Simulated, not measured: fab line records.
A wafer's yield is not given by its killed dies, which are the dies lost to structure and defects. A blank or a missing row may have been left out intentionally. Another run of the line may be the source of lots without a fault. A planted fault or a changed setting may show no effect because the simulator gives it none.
Which tool is to blame? || flow nand harc || 24 lots, 72 wafers sampled, at 4 steps of a route of 1159

== WHAT EACH GAUGE READ, for each wafer ==
NHARC_P_ZERO_WELL_INSPECT_43.
{"lot": "L074", "measured": "day 1 19:31", "on": "defect inspect-01", "raw defect count": "14 8 10"}
{"lot": "L075", "measured": "day 2 01:28", "on": "defect inspect-02", "raw defect count": "6 9 12"}
{"lot": "L076", "measured": "day 2 08:00", "on": "defect inspect-01", "raw defect count": "30 20 18"}
{"lot": "L077", "measured": "day 2 14:16", "on": "defect inspect-01", "raw defect count": "10 23 25"}
{"lot": "L078", "measured": "day 2 20:00", "on": "defect inspect-02", "raw defect count": "8 7 10"}
{"lot": "L079", "measured": "day 3 01:33", "on": "defect inspect-02", "raw defect count": "10 16 12"}
{"lot": "L080", "measured": "day 3 08:04", "on": "defect inspect-02", "raw defect count": "7 7 10"}
{"lot": "L081", "measured": "day 3 13:47", "on": "defect inspect-02", "raw defect count": "5 17 12"}
{"lot": "L082", "measured": "day 3 19:28", "on": "defect inspect-01", "raw defect count": "16 9 8"}
{"lot": "L083", "measured": "day 4 01:28", "on": "defect inspect-01", "raw defect count": "14 20 7"}
{"lot": "L084", "measured": "day 4 07:34", "on": "defect inspect-01", "raw defect count": "4 6 29"}
{"lot": "L085", "measured": "day 4 13:18", "on": "defect inspect-01", "raw defect count": "26 24 19"}
{"lot": "L086", "measured": "day 4 19:49", "on": "defect inspect-01", "raw defect count": "12 25 27"}
{"lot": "L087", "measured": "day 5 01:25", "on": "defect inspect-02", "raw defect count": "7 13 10"}
{"lot": "L088", "measured": "day 5 07:46", "on": "defect inspect-02", "raw defect count": "8 31 17"}
{"lot": "L089", "measured": "day 5 13:19", "on": "defect inspect-02", "raw defect count": "15 16 23"}
{"lot": "L090", "measured": "day 5 19:37", "on": "defect inspect-01", "raw defect count": "23 28 19"}
{"lot": "L091", "measured": "day 6 01:43", "on": "defect inspect-02", "raw defect count": "6 16 18"}
{"lot": "L093", "measured": "day 6 13:29", "on": "defect inspect-01", "raw defect count": "16 17 18"}
{"lot": "L092", "measured": "day 6 16:01", "on": "defect inspect-01", "raw defect count": "8 12 5"}
{"lot": "L094", "measured": "day 6 19:43", "on": "defect inspect-01", "raw defect count": "6 7 12"}
{"lot": "L095", "measured": "day 7 01:35", "on": "defect inspect-02", "raw defect count": "18 20 6"}
{"lot": "L096", "measured": "day 7 07:37", "on": "defect inspect-02", "raw defect count": "14 16 21"}
{"lot": "L097", "measured": "day 7 13:35", "on": "defect inspect-02", "raw defect count": "17 10 5"}

NHARC_P_GATE_CD_MEAS_11: target cd 1640 nm.
{"lot": "L074", "measured": "day 4 03:52", "on": "cd sem-02", "cd nm (nm)": "1641.6 1639.4 1640.5"}
{"lot": "L075", "measured": "day 4 10:46", "on": "cd sem-02", "cd nm (nm)": "1640.3 1641.0 1641.6"}
{"lot": "L076", "measured": "day 4 10:55", "on": "cd sem-02", "cd nm (nm)": "1642.5 1639.5 1639.7"}
{"lot": "L077", "measured": "day 4 23:59", "on": "cd sem-02", "cd nm (nm)": "1638.9 1643.1 1642.3"}
{"lot": "L078", "measured": "day 5 00:01", "on": "cd sem-02", "cd nm (nm)": "1637.8 1642.9 1641.0"}
{"lot": "L079", "measured": "day 5 07:49", "on": "cd sem-01", "cd nm (nm)": "1643.2 1643.3 1640.0"}
{"lot": "L080", "measured": "day 5 16:23", "on": "cd sem-01", "cd nm (nm)": "1642.9 1641.6 1637.4"}
{"lot": "L081", "measured": "day 6 00:47", "on": "cd sem-01", "cd nm (nm)": "1640.6 1640.0 1637.1"}
{"lot": "L082", "measured": "day 6 00:56", "on": "cd sem-03", "cd nm (nm)": "1641.3 1644.8 1639.1"}
{"lot": "L083", "measured": "day 6 05:56", "on": "cd sem-03", "cd nm (nm)": "1642.3 1640.6 1638.0"}
{"lot": "L084", "measured": "day 6 13:19", "on": "cd sem-03", "cd nm (nm)": "1639.9 1641.0 1640.1"}
{"lot": "L085", "measured": "day 6 21:11", "on": "cd sem-01", "cd nm (nm)": "1642.6 1636.5 1639.4"}
{"lot": "L086", "measured": "day 7 09:13", "on": "cd sem-01", "cd nm (nm)": "1640.6 1638.0 1639.8"}
{"lot": "L087", "measured": "day 7 09:23", "on": "cd sem-03", "cd nm (nm)": "1640.3 1640.9 1637.1"}
{"lot": "L088", "measured": "day 7 13:48", "on": "cd sem-01", "cd nm (nm)": "1642.8 1639.5 1641.6"}
{"lot": "L089", "measured": "day 7 13:58", "on": "cd sem-01", "cd nm (nm)": "1641.5 1645.9 1642.3"}
{"lot": "L090", "measured": "day 8 02:44", "on": "cd sem-02", "cd nm (nm)": "1639.3 1637.3 1638.0"}
{"lot": "L091", "measured": "day 8 02:55", "on": "cd sem-03", "cd nm (nm)": "1638.4 1642.7 1639.9"}
{"lot": "L093", "measured": "day 8 21:09", "on": "cd sem-03", "cd nm (nm)": "1637.1 1643.7 1637.8"}
{"lot": "L092", "measured": "day 8 21:18", "on": "cd sem-02", "cd nm (nm)": "1637.6 1641.0 1636.9"}
{"lot": "L094", "measured": "day 8 21:28", "on": "cd sem-01", "cd nm (nm)": "1641.9 1636.7 1642.8"}
{"lot": "L095", "measured": "day 9 10:08", "on": "cd sem-02", "cd nm (nm)": "1641.7 1639.9 1641.3"}
{"lot": "L096", "measured": "day 9 16:02", "on": "cd sem-01", "cd nm (nm)": "1641.4 1639.0 1641.7"}
{"lot": "L097", "measured": "day 9 21:26", "on": "cd sem-01", "cd nm (nm)": "1642.2 1642.9 1643.5"}

== TOOL THAT RAN EACH LOT (tool first, then ch and the chambers of the sampled wafers, then the start) ==
{"lot": "L074", "NHARC_P_STI_DESCUM_14": "rie diel-09 ch 0,3, day 2 12:06", "NHARC_P_STI_CMP_21": "cmp-02 ch 2,3, day 3 10:34"}
{"lot": "L075", "NHARC_P_STI_DESCUM_14": "rie diel-09 ch 1,3, day 2 23:43", "NHARC_P_STI_CMP_21": "cmp-01 ch 0,1,2, day 3 18:08"}
{"lot": "L076", "NHARC_P_STI_DESCUM_14": "rie diel-03 ch 0,1,3, day 2 23:41", "NHARC_P_STI_CMP_21": "cmp-03 ch 2,3, day 3 18:09"}
{"lot": "L077", "NHARC_P_STI_DESCUM_14": "rie diel-09 ch 0,2,3, day 3 11:40", "NHARC_P_STI_CMP_21": "cmp-03 ch 0,2,3, day 4 07:20"}
{"lot": "L078", "NHARC_P_STI_DESCUM_14": "rie diel-03 ch 0,1, day 3 11:47", "NHARC_P_STI_CMP_21": "cmp-02 ch 0,1, day 4 07:17"}
{"lot": "L079", "NHARC_P_STI_DESCUM_14": "rie diel-03 ch 0,1,3, day 3 17:49", "NHARC_P_STI_CMP_21": "cmp-03 ch 0,2,3, day 4 13:32"}
{"lot": "L080", "NHARC_P_STI_DESCUM_14": "rie diel-02 ch 0,2,3, day 3 23:43", "NHARC_P_STI_CMP_21": "cmp-03 ch 1,2,3, day 4 20:21"}
{"lot": "L081", "NHARC_P_STI_DESCUM_14": "rie diel-03 ch 1,2,3, day 4 07:02", "NHARC_P_STI_CMP_21": "cmp-02 ch 0,1,3, day 5 04:28"}
{"lot": "L082", "NHARC_P_STI_DESCUM_14": "rie diel-03 ch 1,2,3, day 4 11:11", "NHARC_P_STI_CMP_21": "cmp-03 ch 0,1,2, day 5 04:28"}
{"lot": "L083", "NHARC_P_STI_DESCUM_14": "rie diel-03 ch 1,2,3, day 4 17:10", "NHARC_P_STI_CMP_21": "cmp-02 ch 0,1, day 5 12:40"}
{"lot": "L084", "NHARC_P_STI_DESCUM_14": "rie diel-03 ch 0,3, day 4 23:14", "NHARC_P_STI_CMP_21": "cmp-02 ch 0,2, day 5 19:29"}
{"lot": "L085", "NHARC_P_STI_DESCUM_14": "rie diel-09 ch 2,3, day 5 05:08", "NHARC_P_STI_CMP_21": "cmp-02 ch 0,1,3, day 6 01:45"}
{"lot": "L086", "NHARC_P_STI_DESCUM_14": "rie diel-09 ch 0,1,2, day 5 14:00", "NHARC_P_STI_CMP_21": "cmp-02 ch 0,1,3, day 6 14:19"}
{"lot": "L087", "NHARC_P_STI_DESCUM_14": "rie diel-02 ch 0,3, day 5 13:50", "NHARC_P_STI_CMP_21": "cmp-03 ch 0,1, day 6 14:20"}
{"lot": "L088", "NHARC_P_STI_DESCUM_14": "rie diel-09 ch 0,2,3, day 6 00:47", "NHARC_P_STI_CMP_21": "cmp-02 ch 0,2,3, day 6 21:17"}
{"lot": "L089", "NHARC_P_STI_DESCUM_14": "rie diel-02 ch 0,1,2, day 6 05:02", "NHARC_P_STI_CMP_21": "cmp-03 ch 2,3, day 6 21:14"}
{"lot": "L090", "NHARC_P_STI_DESCUM_14": "rie diel-03 ch 1,2, day 6 12:07", "NHARC_P_STI_CMP_21": "cmp-02 ch 0,1, day 7 09:35"}
{"lot": "L091", "NHARC_P_STI_DESCUM_14": "rie diel-09 ch 1,2,3, day 6 17:21", "NHARC_P_STI_CMP_21": "cmp-03 ch 2,3, day 7 09:35"}
{"lot": "L093", "NHARC_P_STI_DESCUM_14": "rie diel-09 ch 0,1,2, day 7 08:25", "NHARC_P_STI_CMP_21": "cmp-03 ch 2,3, day 8 02:57"}
{"lot": "L092", "NHARC_P_STI_DESCUM_14": "rie diel-09 ch 0,2, day 7 08:34", "NHARC_P_STI_CMP_21": "cmp-01 ch 1,2, day 8 02:57"}
{"lot": "L094", "NHARC_P_STI_DESCUM_14": "rie diel-03 ch 1,2,3, day 7 08:38", "NHARC_P_STI_CMP_21": "cmp-02 ch 1,3, day 8 02:58"}
{"lot": "L095", "NHARC_P_STI_DESCUM_14": "rie diel-09 ch 0,1,2, day 7 18:49", "NHARC_P_STI_CMP_21": "cmp-03 ch 0,1,2, day 8 13:23"}
{"lot": "L096", "NHARC_P_STI_DESCUM_14": "rie diel-03 ch 1,2,3, day 7 23:10", "NHARC_P_STI_CMP_21": "cmp-03 ch 0,2,3, day 8 19:53"}
{"lot": "L097", "NHARC_P_STI_DESCUM_14": "rie diel-03 ch 0,1,3, day 8 06:49", "NHARC_P_STI_CMP_21": "cmp-02 ch 0,1, day 9 04:18"}
- NHARC_P_STI_DESCUM_14: chemistry O2, time 3 s.
- NHARC_P_STI_CMP_21: polishes, t overpolish 20 s, target thk 380.67 nm.

== AS READ BY THE TOOLS THEMSELVES (means over the sampled wafers that have a number; for cases with no such wafer, the mark the record gives instead) ==
NHARC_P_STI_DESCUM_14.
{"lot": "L074", "tool": "rie diel-09", "chamber pressure mTorr (mTorr)": 59.98, "drypump motor current A (A)": 5.4, "oes product au (a.u.)": 0.987, "rf vpp V (V)": 57.9, "showerhead plenum p Torr (Torr)": 2.02, "throttle valve pct (%)": 11.311}
{"lot": "L075", "tool": "rie diel-09", "chamber pressure mTorr (mTorr)": 59.97, "drypump motor current A (A)": 5.8, "oes product au (a.u.)": 0.986, "rf vpp V (V)": 57.3, "showerhead plenum p Torr (Torr)": 2.02, "throttle valve pct (%)": 11.311}
{"lot": "L076", "tool": "rie diel-03", "chamber pressure mTorr (mTorr)": 59.99, "drypump motor current A (A)": 5.9, "oes product au (a.u.)": 1.001, "rf vpp V (V)": 57.4, "showerhead plenum p Torr (Torr)": 1.96, "throttle valve pct (%)": 11.311}
{"lot": "L077", "tool": "rie diel-09", "chamber pressure mTorr (mTorr)": 60.04, "drypump motor current A (A)": 5.7, "oes product au (a.u.)": 0.988, "rf vpp V (V)": 57.8, "showerhead plenum p Torr (Torr)": 2.02, "throttle valve pct (%)": 11.309}
{"lot": "L078", "tool": "rie diel-03", "chamber pressure mTorr (mTorr)": 60.00, "drypump motor current A (A)": 5.9, "oes product au (a.u.)": 1.000, "rf vpp V (V)": 57.8, "showerhead plenum p Torr (Torr)": 1.99, "throttle valve pct (%)": 11.321}
{"lot": "L079", "tool": "rie diel-03", "chamber pressure mTorr (mTorr)": 59.99, "drypump motor current A (A)": 5.9, "oes product au (a.u.)": 1.009, "rf vpp V (V)": 57.4, "showerhead plenum p Torr (Torr)": 1.96, "throttle valve pct (%)": 11.315}
{"lot": "L080", "tool": "rie diel-02", "chamber pressure mTorr (mTorr)": 59.98, "drypump motor current A (A)": 5.7, "oes product au (a.u.)": 0.996, "rf vpp V (V)": 57.7, "showerhead plenum p Torr (Torr)": 1.88, "throttle valve pct (%)": 11.308}
{"lot": "L081", "tool": "rie diel-03", "chamber pressure mTorr (mTorr)": 60.01, "drypump motor current A (A)": 5.6, "oes product au (a.u.)": 1.000, "rf vpp V (V)": 58.1, "showerhead plenum p Torr (Torr)": 1.92, "throttle valve pct (%)": 11.314}
{"lot": "L082", "tool": "rie diel-03", "chamber pressure mTorr (mTorr)": 60.03, "drypump motor current A (A)": 5.7, "oes product au (a.u.)": 1.002, "rf vpp V (V)": 57.8, "showerhead plenum p Torr (Torr)": 1.92, "throttle valve pct (%)": 11.309}
{"lot": "L083", "tool": "rie diel-03", "chamber pressure mTorr (mTorr)": 60.02, "drypump motor current A (A)": 5.7, "oes product au (a.u.)": 1.002, "rf vpp V (V)": 57.9, "showerhead plenum p Torr (Torr)": 1.92, "throttle valve pct (%)": 11.314}
{"lot": "L084", "tool": "rie diel-03", "chamber pressure mTorr (mTorr)": 59.93, "drypump motor current A (A)": 6.1, "oes product au (a.u.)": 1.001, "rf vpp V (V)": 58.8, "showerhead plenum p Torr (Torr)": 1.92, "throttle valve pct (%)": 11.317}
{"lot": "L085", "tool": "rie diel-09", "chamber pressure mTorr (mTorr)": 60.04, "drypump motor current A (A)": 5.7, "oes product au (a.u.)": 0.992, "rf vpp V (V)": 57.5, "showerhead plenum p Torr (Torr)": 2.03, "throttle valve pct (%)": 11.309}
{"lot": "L086", "tool": "rie diel-09", "chamber pressure mTorr (mTorr)": 59.96, "drypump motor current A (A)": 6.0, "oes product au (a.u.)": 0.988, "rf vpp V (V)": 57.6, "showerhead plenum p Torr (Torr)": 2.01, "throttle valve pct (%)": 11.307}
{"lot": "L087", "tool": "rie diel-02", "chamber pressure mTorr (mTorr)": 60.01, "drypump motor current A (A)": 5.8, "oes product au (a.u.)": 0.997, "rf vpp V (V)": 57.8, "showerhead plenum p Torr (Torr)": 1.90, "throttle valve pct (%)": 11.315}
{"lot": "L088", "tool": "rie diel-09", "chamber pressure mTorr (mTorr)": 59.97, "drypump motor current A (A)": 5.7, "oes product au (a.u.)": 0.997, "rf vpp V (V)": 58.1, "showerhead plenum p Torr (Torr)": 2.02, "throttle valve pct (%)": 11.315}
{"lot": "L089", "tool": "rie diel-02", "chamber pressure mTorr (mTorr)": 59.98, "drypump motor current A (A)": 5.8, "oes product au (a.u.)": 1.011, "rf vpp V (V)": 57.4, "showerhead plenum p Torr (Torr)": 1.90, "throttle valve pct (%)": 11.304}
{"lot": "L090", "tool": "rie diel-03", "chamber pressure mTorr (mTorr)": 60.02, "drypump motor current A (A)": 5.8, "oes product au (a.u.)": 1.011, "rf vpp V (V)": 57.8, "showerhead plenum p Torr (Torr)": 1.88, "throttle valve pct (%)": 11.314}
{"lot": "L091", "tool": "rie diel-09", "chamber pressure mTorr (mTorr)": 59.98, "drypump motor current A (A)": 6.1, "oes product au (a.u.)": 0.988, "rf vpp V (V)": 58.1, "showerhead plenum p Torr (Torr)": 2.01, "throttle valve pct (%)": 11.310}
{"lot": "L093", "tool": "rie diel-09", "chamber pressure mTorr (mTorr)": 60.01, "drypump motor current A (A)": 6.0, "oes product au (a.u.)": 0.984, "rf vpp V (V)": 57.5, "showerhead plenum p Torr (Torr)": 2.00, "throttle valve pct (%)": 11.310}
{"lot": "L092", "tool": "rie diel-09", "chamber pressure mTorr (mTorr)": 60.01, "drypump motor current A (A)": 5.9, "oes product au (a.u.)": 0.984, "rf vpp V (V)": 58.1, "showerhead plenum p Torr (Torr)": 2.02, "throttle valve pct (%)": 11.315}
{"lot": "L094", "tool": "rie diel-03", "chamber pressure mTorr (mTorr)": 59.97, "drypump motor current A (A)": 5.7, "oes product au (a.u.)": 1.005, "rf vpp V (V)": 57.8, "showerhead plenum p Torr (Torr)": 1.92, "throttle valve pct (%)": 11.318}
{"lot": "L095", "tool": "rie diel-09", "chamber pressure mTorr (mTorr)": 60.02, "drypump motor current A (A)": 6.0, "oes product au (a.u.)": 0.977, "rf vpp V (V)": 57.9, "showerhead plenum p Torr (Torr)": 2.00, "throttle valve pct (%)": 11.311}
{"lot": "L096", "tool": "rie diel-03", "chamber pressure mTorr (mTorr)": 59.96, "drypump motor current A (A)": 5.7, "oes product au (a.u.)": 1.015, "rf vpp V (V)": 58.0, "showerhead plenum p Torr (Torr)": 1.92, "throttle valve pct (%)": 11.314}
{"lot": "L097", "tool": "rie diel-03", "chamber pressure mTorr (mTorr)": 60.01, "drypump motor current A (A)": 5.8, "oes product au (a.u.)": 1.006, "rf vpp V (V)": 58.0, "showerhead plenum p Torr (Torr)": 1.96, "throttle valve pct (%)": 11.313}

NHARC_P_STI_CMP_21.
{"lot": "L074", "tool": "cmp-02", "motor current A (A)": 10.7, "overpolish run s (s)": 19.997}
{"lot": "L075", "tool": "cmp-01", "motor current A (A)": 12.6, "overpolish run s (s)": 19.999}
{"lot": "L076", "tool": "cmp-03", "motor current A (A)": 12.1, "overpolish run s (s)": 20.013}
{"lot": "L077", "tool": "cmp-03", "motor current A (A)": 12.2, "overpolish run s (s)": 20.001}
{"lot": "L078", "tool": "cmp-02", "motor current A (A)": 12.0, "overpolish run s (s)": 19.993}
{"lot": "L079", "tool": "cmp-03", "motor current A (A)": 12.4, "overpolish run s (s)": 19.998}
{"lot": "L080", "tool": "cmp-03", "motor current A (A)": 12.2, "overpolish run s (s)": 19.997}
{"lot": "L081", "tool": "cmp-02", "motor current A (A)": 11.3, "overpolish run s (s)": 19.999}
{"lot": "L082", "tool": "cmp-03", "motor current A (A)": 12.6, "overpolish run s (s)": 20.007}
{"lot": "L083", "tool": "cmp-02", "motor current A (A)": 11.7, "overpolish run s (s)": 20.000}
{"lot": "L084", "tool": "cmp-02", "motor current A (A)": 10.8, "overpolish run s (s)": 20.012}
{"lot": "L085", "tool": "cmp-02", "motor current A (A)": 11.4, "overpolish run s (s)": 20.005}
{"lot": "L086", "tool": "cmp-02", "motor current A (A)": 11.5, "overpolish run s (s)": 20.005}
{"lot": "L087", "tool": "cmp-03", "motor current A (A)": 12.0, "overpolish run s (s)": 19.997}
{"lot": "L088", "tool": "cmp-02", "motor current A (A)": 11.1, "overpolish run s (s)": 20.003}
{"lot": "L089", "tool": "cmp-03", "motor current A (A)": 13.0, "overpolish run s (s)": 20.006}
{"lot": "L090", "tool": "cmp-02", "motor current A (A)": 11.8, "overpolish run s (s)": 20.001}
{"lot": "L091", "tool": "cmp-03", "motor current A (A)": 11.3, "overpolish run s (s)": 20.003}
{"lot": "L093", "tool": "cmp-03", "motor current A (A)": 12.4, "overpolish run s (s)": 19.997}
{"lot": "L092", "tool": "cmp-01", "motor current A (A)": 13.1, "overpolish run s (s)": 20.003}
{"lot": "L094", "tool": "cmp-02", "motor current A (A)": 11.6, "overpolish run s (s)": 20.004}
{"lot": "L095", "tool": "cmp-03", "motor current A (A)": 12.8, "overpolish run s (s)": 20.005}
{"lot": "L096", "tool": "cmp-03", "motor current A (A)": 12.3, "overpolish run s (s)": 20.000}
{"lot": "L097", "tool": "cmp-02", "motor current A (A)": 11.5, "overpolish run s (s)": 19.999}

== THE ANSWER, worked out from the rows above alone ==
Rule: the lots themselves supply what counts as usual. The widest of any qualifying gaps counts: lots, ordered by their means at a reading, are off when they make up no more than a third of the lots, leave a main group of 4 or more, and stand apart from it by 3 or more times the standard deviation of that group's means. Not used: any main group whose means are identical at the precision the tables above print for the reading. Also off: a lot with no number at a reading for which 4 or more lots have one. The other lots that the step has rows for count as sound. First the gauges in route order, then the tools' own readings, where a lot's mean is used as printed above. At the first step where some lot is off, the reading lying furthest off is the one used; lots without a number count as furthest.
None of the lots is off at any reading shown; this tells nothing.

== WHAT THE SIMULATOR HAD INSERTED ==
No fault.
